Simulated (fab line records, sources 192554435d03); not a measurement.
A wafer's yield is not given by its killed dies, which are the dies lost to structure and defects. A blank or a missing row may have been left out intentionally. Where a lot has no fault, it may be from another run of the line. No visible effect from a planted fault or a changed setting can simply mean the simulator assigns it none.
Which tool did it?    flow n5 finfet    72 wafers from 24 lots sampled at 3 of the route's 1938 steps

## WHAT THE GAUGES SHOWED, per wafer
N5_DUMMY_GATE_INSPECT_17: inspects for defects (brightfield). Usual: raw defect count reads 212 (standard deviation 50).
lot   measured     on                 raw defect count  flag
L074  day 3 04:07  defect inspect-02  271 203 253       
L075  day 3 05:49  defect inspect-01  202 211 310       
L076  day 3 13:04  defect inspect-01  275 257 197       
L077  day 4 00:07  defect inspect-01  114 167 80        
L078  day 4 00:19  defect inspect-01  204 243 200       
L079  day 4 10:04  defect inspect-02  200 330 272       
L080  day 4 12:58  defect inspect-02  247 153 235       
L081  day 4 17:54  defect inspect-02  246 246 188       
L082  day 4 22:01  defect inspect-01  154 250 250       
L083  day 5 08:06  defect inspect-02  232 220 207       
L084  day 5 14:15  defect inspect-02  232 210 303       
L085  day 5 16:00  defect inspect-01  227 124 166       
L086  day 5 23:47  defect inspect-02  196 275 234       
L087  day 6 03:22  defect inspect-02  251 194 190       
L088  day 6 09:56  defect inspect-01  220 173 216       
L089  day 6 16:46  defect inspect-01  165 192 132       
L090  day 6 21:42  defect inspect-02  198 137 236       
L091  day 7 06:29  defect inspect-02  323 283 212       
L092  day 7 10:14  defect inspect-01  156 199 236       
L093  day 7 20:03  defect inspect-01  237 218 199       
L094  day 8 00:53  defect inspect-02  200 299 267       
L095  day 8 05:57  defect inspect-01  226 257 118       
L096  day 8 11:31  defect inspect-02  258 180 167       
L097  day 8 16:53  defect inspect-01  338 237 230       

## TOOL THAT RAN EACH LOT (tool first, then ch and the chambers of the sampled wafers, then the start)
lot   N5_DUMMY_GATE_ALD_02              N5_DUMMY_GATE_CMP_04
L074  ald sin-02 ch 0,1,3, day 2 19:35  cmp-03 ch 0,1, day 2 23:26
L075  ald sin-04 ch 2,3, day 2 19:47    cmp-01 ch 0,3, day 3 01:06
L076  ald sin-03 ch 0,1,3, day 3 04:34  cmp-01 ch 0,2, day 3 08:25
L077  ald sin-02 ch 2,3, day 3 15:31    cmp-01 ch 0,1,3, day 3 19:25
L078  ald sin-02 ch 0,1,3, day 3 15:43  cmp-03 ch 0,1,2, day 3 19:35
L079  ald sin-02 ch 1,2, day 4 01:28    cmp-04 ch 1,2,3, day 4 05:22
L080  ald sin-04 ch 0,1, day 4 04:22    cmp-04 ch 2,3, day 4 08:15
L081  ald sin-03 ch 0,2, day 4 09:20    cmp-03 ch 0,3, day 4 13:14
L082  ald sin-04 ch 0,1,2, day 4 13:31  cmp-03 ch 2,3, day 4 17:21
L083  ald sin-03 ch 0,1,2, day 4 23:36  cmp-01 ch 0,1,2, day 5 03:28
L084  ald sin-02 ch 0,2,3, day 5 05:47  cmp-04 ch 1,2,3, day 5 09:37
L085  ald sin-04 ch 2,3, day 5 07:10    cmp-01 ch 0,1, day 5 11:22
L086  ald sin-02 ch 0,1,3, day 5 15:19  cmp-03 ch 0,2,3, day 5 19:10
L087  ald sin-04 ch 0,1,2, day 5 18:46  cmp-01 ch 0,1,2, day 5 22:40
L088  ald sin-03 ch 0,2,3, day 6 01:20  cmp-01 ch 0,2,3, day 6 05:11
L089  ald sin-04 ch 1,3, day 6 08:17    cmp-04 ch 0,2,3, day 6 12:09
L090  ald sin-04 ch 0,2, day 6 13:05    cmp-04 ch 0,3, day 6 16:56
L091  ald sin-04 ch 0,2,3, day 6 19:56  cmp-04 ch 1,3, day 6 23:48
L092  ald sin-04 ch 0,1, day 7 01:37    cmp-03 ch 0,3, day 7 05:28
L093  ald sin-04 ch 0,2,3, day 7 07:47  cmp-03 ch 0,2,3, day 7 13:30
L094  ald sin-02 ch 0,3, day 7 12:31    cmp-01 ch 0,1, day 7 18:12
L095  ald sin-02 ch 0,1, day 7 19:29    cmp-01 ch 2,3, day 8 01:11
L096  ald sin-04 ch 0,1, day 8 02:54    cmp-01 ch 0,1,3, day 8 06:48
L097  ald sin-03 ch 0,1,3, day 8 06:35  cmp-03 ch 0,1, day 8 12:15
- N5_DUMMY_GATE_ALD_02: deposits SiO2, target thk 2 nm, pulse time 1 s.
- N5_DUMMY_GATE_CMP_04: polishes a-Si.

## AS READ BY THE TOOLS THEMSELVES (means over the sampled wafers that have a number; for cases with no such wafer, the mark the record gives instead)
N5_DUMMY_GATE_ALD_02. Usual: heater power w 467 W, standard deviation 49; precursor pulse height rel 1.001, standard deviation 0.021.
lot   tool        heater power w (W)  precursor pulse height rel  flag
L074  ald sin-02  459                 1.009                       
L075  ald sin-04  429                 0.996                       
L076  ald sin-03  470                 0.997                       
L077  ald sin-02  446                 1.006                       
L078  ald sin-02  460                 0.997                       
L079  ald sin-02  466                 1.000                       
L080  ald sin-04  498                 0.995                       
L081  ald sin-03  468                 1.016                       
L082  ald sin-04  476                 1.004                       
L083  ald sin-03  475                 1.004                       
L084  ald sin-02  463                 1.001                       
L085  ald sin-04  436                 1.010                       
L086  ald sin-02  453                 0.990                       
L087  ald sin-04  472                 0.988                       
L088  ald sin-03  462                 1.006                       
L089  ald sin-04  451                 1.007                       
L090  ald sin-04  457                 1.022                       
L091  ald sin-04  462                 0.983                       
L092  ald sin-04  497                 0.989                       
L093  ald sin-04  463                 0.985                       
L094  ald sin-02  434                 1.000                       
L095  ald sin-02  512                 0.992                       
L096  ald sin-04  499                 0.996                       
L097  ald sin-03  478                 0.995                       

N5_DUMMY_GATE_CMP_04. Usual: motor current A 9.5 A, standard deviation 1.5; time to endpoint s 14.4 s, standard deviation 1.8.
lot   tool    motor current A (A)  time to endpoint s (s)  flag
L074  cmp-03  9.7                  13.3                    
L075  cmp-01  8.6                  15.9                    
L076  cmp-01  8.5                  18.0                    
L077  cmp-01  9.5                  15.9                    
L078  cmp-03  9.0                  13.6                    
L079  cmp-04  9.0                  13.7                    
L080  cmp-04  8.6                  14.2                    
L081  cmp-03  10.7                 13.6                    
L082  cmp-03  9.4                  17.8                    
L083  cmp-01  8.8                  13.6                    
L084  cmp-04  8.7                  10.4                    
L085  cmp-01  8.5                  13.5                    
L086  cmp-03  9.3                  15.2                    
L087  cmp-01  9.2                  14.4                    
L088  cmp-01  9.0                  13.3                    
L089  cmp-04  9.4                  15.1                    
L090  cmp-04  10.4                 15.8                    
L091  cmp-04  8.6                  11.4                    
L092  cmp-03  9.3                  14.8                    
L093  cmp-03  9.1                  13.9                    
L094  cmp-01  9.3                  14.6                    
L095  cmp-01  10.1                 15.3                    
L096  cmp-01  9.5                  14.0                    
L097  cmp-03  10.1                 13.5                    

## THE ANSWER, worked out from the rows above alone
Rule: a lot is off if the mean of its wafers that have a number lies more than 3 standard deviations from the usual mean. A lot without any number at a reading at which 4 lots or more have one is off too. The other lots that the step has rows for count as sound. After the gauges, taken in route order, come the tools' own readings; for these a lot's mean is taken, as printed above. The first step at which some lot is off is used, and at that step the reading that is off furthest; a lot without a number counts as furthest.
No lot is off at any reading shown: from this, nothing can be told.

## WHAT WAS PUT IN BY THE SIMULATOR
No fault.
